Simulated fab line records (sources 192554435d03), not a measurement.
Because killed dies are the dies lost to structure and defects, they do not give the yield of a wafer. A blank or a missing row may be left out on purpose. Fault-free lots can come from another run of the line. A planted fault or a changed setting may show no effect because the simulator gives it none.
The same fault as seen by 2 desks / flow n5 finfet / every desk sees just its own numbers, and what lay behind them comes last

## AT THE METROLOGY DESK
Lot by lot, what the gauges showed, no matter which tool ran the lot: averages of those sampled wafers that carry a number. If a lot's mean is further than 4 standard deviations from the usual mean, the lot is out of limits and carries the mark OUT (the distance appears in the brackets). Readings shown: 7 of its 10, picked as those furthest out on some lot.
Columns: A = DIBL_N at N5_BEOL_M4_RC_MEAS_101, usual 35.9 mV/V; B = IOFF_P at N5_BEOL_M4_RC_MEAS_101, usual 0.21 nA/um; C = ION_N at N5_BEOL_M4_RC_MEAS_101, usual 672 uA/um; D = ION_P at N5_BEOL_M4_RC_MEAS_101, usual 461 uA/um; E = SS_N at N5_BEOL_M4_RC_MEAS_101, usual 71.4 mV/dec; F = SS_P at N5_BEOL_M4_RC_MEAS_101, usual 73.2 mV/dec; G = VT_P at N5_BEOL_M4_RC_MEAS_101, usual -250 mV
lot=L128; first seen here=day 7 17:38; A=34.8; B=0.24; C=681; D=475; E=71.2; F=73.1; G=-244
lot=L130; first seen here=day 9 00:26; A=34.6; B=0.22; C=671; D=468; E=71.2; F=72.4; G=-247
lot=L132; first seen here=day 9 12:25; A=35.5; B=0.21; C=678; D=461; E=71.8; F=73.5; G=-252
lot=L133; first seen here=day 9 14:31; A=36.5; B=0.19; C=675; D=454; E=71.7; F=73.1; G=-254
lot=L136; first seen here=day 10 06:41; A=35.9; B=0.18; C=680; D=459; E=70.8; F=73.4; G=-254
lot=L141; first seen here=day 11 10:28; A=35.7; B=0.22; C=675; D=465; E=71.3; F=73.2; G=-249
lot=L142; first seen here=day 11 14:25; A=35.7; B=0.24; C=683; D=471; E=71.6; F=72.7; G=-246
lot=L149; first seen here=day 13 03:45; A=37.7; B=0.23; C=677; D=465; E=71.5; F=73.4; G=-250
lot=L150; first seen here=day 13 21:41; A=35.3; B=0.21; C=673; D=458; E=71.6; F=73.7; G=-250
Result from this desk: across the 9 lots, nothing is out of limits.

## AT THE TOOL OWNER'S DESK: litho track-03
The tool's own readings at N5_BEOL_M2_COAT_76 (time 60 s, resist thk 5 nm): means of the sampled wafers that have a number, for each lot that ran on this tool. If a lot's mean is further than 4 standard deviations from the usual mean, the lot is out of limits and carries the mark OUT (the distance appears in the brackets).
Columns: A = exhaust pa at N5_BEOL_M2_COAT_76, usual 45.0 Pa; B = heater power total W at N5_BEOL_M2_COAT_76, usual 391.7 W; C = plate temp C at N5_BEOL_M2_COAT_76, usual 205.01 C
lot=L128; first seen here=day 6 19:08; A=45.7; B=391.2; C=205.02
lot=L130; first seen here=day 7 19:37; A=44.9; B=391.2; C=205.12
lot=L141; first seen here=day 9 21:41; A=45.9; B=378.7 (-9.3) OUT; C=198.94 (-38) OUT
lot=L142; first seen here=day 10 02:21; A=44.1; B=376.4 (-11) OUT; C=199.09 (-37) OUT
Finding of this desk: L141, L142 out of limits; the first was L141 at day 9 21:41, on heater power total W at N5_BEOL_M2_COAT_76. L128, L130 stayed within limits.

## ALL TOGETHER
An alarm could have come from the tool owner's desk at day 9 21:41, on L141, L142.
Metrology desk: nothing out of limits seen.
The metrology desk holds a record of L141, L142, inside its limits.
The lots listed all ran N5_BEOL_M2_COAT_76 on litho track-03.

## WHAT WAS PUT IN BY THE SIMULATOR
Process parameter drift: litho track-03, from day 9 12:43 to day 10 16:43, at N5_BEOL_M2_COAT_76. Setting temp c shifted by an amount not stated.
Lots struck among those shown: L141, L142.
Each desk's first reading out of limits, in hours after the fault started: the tool owner's desk, 9.
